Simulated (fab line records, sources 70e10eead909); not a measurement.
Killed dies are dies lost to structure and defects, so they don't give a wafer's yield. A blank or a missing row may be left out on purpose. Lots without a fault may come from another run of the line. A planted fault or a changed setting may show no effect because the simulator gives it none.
fab line records | flow nand_harc | part 2 of 2: steps 5 to 6 of 6
record lots=23 wafers=69 last_day=33
route steps=1302 shown A_STAIRCASE@703
lots that met no fault: from a run of the same line without faults
start_h: hours from the record's first day to the start of the lot's first wafer shown | wait_h: hours since the lot's step before | " the same as in the row above | L1.1+2: a row that stands for several wafers | - no value, or no start given | * or withheld: withheld | < > ~ a bound
route shown NAME@n: a module of which the file shows steps, and the number in the route of the first | usual: mean/standard deviation of fault-free wafers | same: alike in all rows | chamber/n: place in a boat | sites: the reading at each site | _std_site: their standard deviation | _edge_site: outer sites' mean less inner sites' | radius_mm: how far each site lies from the wafer's centre | mask NAME#n: copy n | behind: the tool/chamber that last shaped the wafer | hold: why the lot was held/for how many hours/how that ended | device: the transistor (n, p or np) that didn't switch | end of line: the same wafers' tests at the end of the route | a step without rows: its recipe alone | killed: dies lost to structure and defects at the first sort, not the wafer's yield | map: a wafer's dies, x killed, . not, _ none there
set.NAME: the setting as run; set.NAME@STEP: as run at that earlier step | model.NAME: the simulator's own value behind a step, which no gauge read
steps of the route over a sample of lots; a table a step, a row a wafer
services: from which hour (start_h, from the record's first day; less than 0 if before it) a tool's chamber was out of use, for how many hours, and why
## steps
# step NHARC_A_STAIRCASE_ETCH_236
# recipe target_depth_a=1000 time_s=40.5 ion_energy_ev=400 c4f8_flow_sccm=20 o2_flow_sccm=10 ar_flow_sccm=withheld rf_w=600 bias_w=1000 chemistry=C4F8/O2
# usual oes_product_au=0.942/0.015 rf_vpp_V=897/6.3
# columns lot.wafer tool chamber start_h wait_h oes_product_au rf_hours_counter_h rf_vpp_V
L075.1 rie_diel-13 2 - - 0.921 4 901
L075.2 " 0 " " 0.941 7 902
L075.5 " 2 " " 0.935 - 901
L074.1 rie_diel-09 1 - - 0.928 14 895
L074.4 " 3 " " 0.926 16 895
L074.6 " 1 " " 0.940 - 897
L076.2 rie_diel-13 3 - - 0.936 11 906
L076.6 " 2 " " 0.923 - 901
L076.5 " 3 " " 0.938 - 905
L077.2 rie_diel-13 3 - - 0.944 13 905
L077.3 " 1 " " 0.957 12 901
L077.6 " 3 " " 0.942 - 906
L079.2 rie_diel-06 2 - - 0.943 30 893
L079.1 " 3 " " 0.918 25 888
L079.6 " 1 " " 0.935 - 904
L078.3 rie_diel-06 0 - - 0.948 28 892
L078.1 " 1 " " 0.958 33 905
L078.6 " 3 " " 0.922 - 888
L081.3 rie_diel-06 2 - - 0.945 39 892
L081.2 " 3 " " 0.928 34 888
L081.4 " 0 " " 0.932 36 892
L080.2 rie_diel-06 0 - - 0.950 36 893
L080.3 " 1 " " 0.957 38 904
L080.4 " 2 " " 0.950 39 892
L082.3 rie_diel-09 2 - - 0.949 37 886
L082.6 " 1 " " 0.924 - 896
L082.5 " 2 " " 0.941 - 887
L084.3 rie_diel-09 0 - - 0.937 41 904
L084.1 " 1 " " 0.937 42 894
L084.5 " 2 " " 0.956 - 886
L085.1 rie_diel-06 1 - - 0.958 48 905
L085.3 " 2 " " 0.946 53 892
L085.2 " 0 " " 0.950 48 891
L086.1 rie_diel-06 0 - - 0.954 50 890
L086.2 " 2 " " 0.949 56 891
L086.6 " 1 " " 0.969 - 903
L089.2 rie_diel-06 1 - - 0.959 7 906
L089.3 " 3 " " 0.914 4 888
L089.4 " 0 " " 0.956 - 891
L088.4 rie_diel-13 1 - - 0.942 47 899
L088.3 " 2 " " 0.932 51 898
L088.6 " 2 " " 0.937 - 899
L087.2 rie_diel-13 1 - - 0.940 51 900
L087.1 " 2 " " 0.935 56 897
L087.6 " 3 " " 0.939 - 906
L090.2 rie_diel-06 0 - - 0.950 14 890
L090.6 " 2 " " 0.940 - 892
L090.5 " 3 " " 0.914 - 888
L091.2 rie_diel-13 2 - - 0.914 3 901
L091.4 " 3 " " 0.933 3 906
L091.5 " 1 " " 0.932 - 900
L092.4 rie_diel-09 0 - - 0.943 17 905
L092.6 " 2 " " 0.932 - 907
L092.5 " 3 " " 0.926 - 893
L094.2 rie_diel-09 0 - - 0.923 21 904
L094.4 " 1 " " 0.946 22 894
L094.5 " 2 " " 0.939 - 905
L093.4 rie_diel-09 1 - - 0.955 23 896
L093.2 " 3 " " 0.940 19 893
L093.6 " 1 " " 0.951 - 894
L095.1 rie_diel-09 1 - - 0.940 24 893
L095.2 " 3 " " 0.930 20 894
L095.5 " 1 " " 0.948 - 894
L097.2 rie_diel-13 2 - - 0.945 19 899
L097.3 " 3 " " 0.959 19 904
L097.1 " 0 " " 0.986 13 899
L096.3 rie_diel-06 1 - - 0.964 38 903
L096.5 " 1 " " 0.964 - 903
L096.6 " 2 " " 0.947 - 891
# step NHARC_A_STAIRCASE_STRIP_274
# recipe o2_flow_sccm=500 ar_flow_sccm=0 bias_w=0 chemistry=O2
# usual drypump_motor_current_A=5.7/0.46 oes_product_au=1.000/0.014 rf_vpp_V=57.9/0.96 showerhead_plenum_p_Torr=3.56/0.16 throttle_valve_pct=17.036/0.0082
# columns lot.wafer tool chamber start_h wait_h drypump_motor_current_A oes_product_au rf_hours_counter_h rf_vpp_V showerhead_plenum_p_Torr throttle_valve_pct
L075.2 rie_diel-06 0 - - 6.0 0.995 17 57.2 3.42 17.046
L075.1 " 2 " " 5.6 0.998 21 59.0 3.43 17.034
L075.5 " 0 " " 6.0 0.999 - 58.4 3.42 17.034
L074.4 rie_diel-09 1 - - 6.1 0.989 16 58.4 3.50 17.043
L074.1 " 3 " " 5.2 0.989 18 58.1 3.48 17.026
L074.6 " 2 " " 5.1 1.022 - 56.1 3.28 17.040
L076.2 rie_diel-09 0 - - 5.7 1.020 20 57.3 3.76 17.039
L076.6 " 1 " " 6.1 0.986 - 57.6 3.50 17.043
L076.5 " 2 " " 5.0 1.019 - 58.1 3.28 17.034
L077.2 rie_diel-13 3 - - 5.9 0.986 19 57.9 3.80 17.035
L077.3 " 0 " " 6.0 0.994 20 57.4 3.65 17.033
L077.6 " 2 " " 5.5 0.989 - 58.6 3.65 17.032
L079.2 rie_diel-06 0 - - 6.0 0.997 30 58.0 3.42 17.021
L079.1 " 2 " " 5.5 1.015 32 57.4 3.43 17.035
L079.6 " 0 " " 6.0 0.991 - 57.1 3.42 17.034
L078.1 rie_diel-06 2 - - 5.6 1.006 34 58.7 3.43 17.046
L078.3 " 3 " " 4.8 0.978 29 56.4 3.32 17.018
L078.6 " 1 " " 5.4 1.011 - 57.8 3.79 17.037
L081.4 rie_diel-09 1 - - 6.1 0.982 34 57.0 3.49 17.040
L081.3 " 2 " " 5.1 1.002 34 57.0 3.27 17.026
L081.2 " 0 " " 5.7 1.016 34 59.7 3.76 17.034
L080.2 rie_diel-13 1 - - 6.5 0.998 26 58.3 3.64 17.037
L080.3 " 2 " " 5.4 1.000 29 56.1 3.64 17.037
L080.4 " 3 " " 5.9 1.008 33 58.7 3.79 17.038
L082.3 rie_diel-13 1 - - 6.5 0.999 31 57.9 3.63 17.046
L082.5 " 1 " " 6.4 0.999 - 57.7 3.63 17.046
L082.6 " 2 " " 5.4 0.985 - 57.7 3.64 17.045
L084.1 rie_diel-09 1 - - 6.1 0.998 44 56.6 3.49 17.039
L084.3 " 3 " " 5.2 0.998 44 58.5 3.46 17.041
L084.5 " 1 " " 6.1 1.001 - 58.0 3.49 17.034
L085.3 rie_diel-06 0 - - 6.0 1.009 51 56.9 3.40 17.029
L085.1 " 1 " " 5.4 1.022 52 58.7 3.78 17.036
L085.2 " 3 " " 4.8 0.971 54 57.2 3.31 17.033
L086.2 rie_diel-13 2 - - 5.4 0.999 44 57.6 3.63 17.018
L086.1 " 0 " " 6.0 1.001 52 57.4 3.63 17.025
L086.6 " 1 " " 6.4 1.000 - 58.2 3.63 17.039
L089.4 rie_diel-06 3 - - 4.8 0.986 6 56.3 3.31 17.032
L089.3 " 1 " " 5.4 1.029 9 58.1 3.77 17.042
L089.2 " 2 " " 5.5 1.012 6 58.3 3.41 17.025
L088.4 rie_diel-13 3 - - 5.9 0.993 51 59.2 3.78 17.038
L088.3 " 2 " " 5.4 0.998 54 58.8 3.63 17.043
L088.6 " 0 " " 6.0 1.005 - 56.4 3.63 17.033
L087.2 rie_diel-06 2 - - 5.6 0.997 15 56.1 3.41 17.053
L087.1 " 3 " " 4.8 0.975 15 58.1 3.30 17.039
L087.6 " 0 " " 6.0 1.001 - 56.9 3.40 17.035
L090.2 rie_diel-13 0 - - 6.0 1.019 1 58.4 3.63 17.047
L090.6 " 3 " " 5.9 0.981 - 58.8 3.78 17.031
L090.5 " 0 " " 6.0 1.026 - 58.3 3.62 17.040
L091.4 rie_diel-13 2 - - 5.4 1.000 6 58.3 3.62 17.030
L091.2 " 3 " " 5.9 0.989 5 58.2 3.77 17.040
L091.5 " 1 " " 6.4 1.005 - 55.4 3.62 17.049
L092.5 rie_diel-06 0 - - 6.0 1.024 - 56.8 3.39 17.039
L092.6 " 1 " " 5.4 1.036 - 58.3 3.76 17.025
L092.4 " 2 " " 5.6 1.002 - 57.4 3.40 17.024
L094.2 rie_diel-13 0 - - 6.0 1.033 8 57.0 3.62 17.041
L094.4 " 3 " " 5.9 0.998 15 60.4 3.77 17.028
L094.5 " 1 " " 6.4 1.002 - 58.6 3.61 17.022
L093.2 rie_diel-06 1 - - 5.5 0.999 35 57.2 3.76 17.030
L093.4 " 2 " " 5.6 1.009 33 57.9 3.40 17.036
L093.6 " 2 " " 5.5 1.005 - 57.9 3.40 17.056
L095.2 rie_diel-09 0 - - 5.7 0.988 26 59.1 3.73 17.042
L095.1 " 2 " " 5.1 0.991 23 59.0 3.79 17.030
L095.5 " 3 " " 5.2 0.990 - 58.7 3.44 17.030
L097.1 rie_diel-13 1 - - 6.5 1.001 25 57.7 3.61 17.034
L097.2 " 3 " " 5.9 0.996 21 57.5 3.76 17.036
L097.3 " 0 " " 6.0 1.029 16 57.5 3.62 17.032
L096.3 rie_diel-09 0 - - 5.7 0.987 37 57.1 3.73 17.035
L096.6 " 2 " " 5.1 0.999 - 59.0 3.79 17.035
L096.5 " 1 " " 6.1 1.013 - 57.3 3.46 17.030
## services
# columns tool chamber start_h hours kind
rie_diel-06 0 340.70 - clean
rie_diel-06 1 340.70 - clean
rie_diel-06 2 340.70 - clean
rie_diel-06 3 340.70 - clean
rie_diel-13 - 343.67 9.0 pm
rie_diel-06 0 365.21 - clean
rie_diel-06 1 365.21 - clean
rie_diel-06 2 365.21 - clean
rie_diel-06 3 365.21 - clean
rie_diel-06 0 389.94 - clean
rie_diel-06 1 389.94 - clean
rie_diel-06 2 389.94 - clean
rie_diel-06 3 389.94 - clean
rie_diel-13 1 398.19 8.2 repair
rie_diel-09 - 404.02 6.5 repair
rie_diel-06 0 415.09 - clean
rie_diel-09 - 428.20 1.1 repair
rie_diel-06 2 455.09 1.5 repair
rie_diel-06 - 484.20 9.0 pm
rie_diel-09 - 497.48 9.0 pm
rie_diel-06 2 504.75 2.4 repair
rie_diel-09 - 507.54 1.2 repair
rie_diel-09 1 514.45 2.4 repair
rie_diel-13 - 520.67 9.0 pm
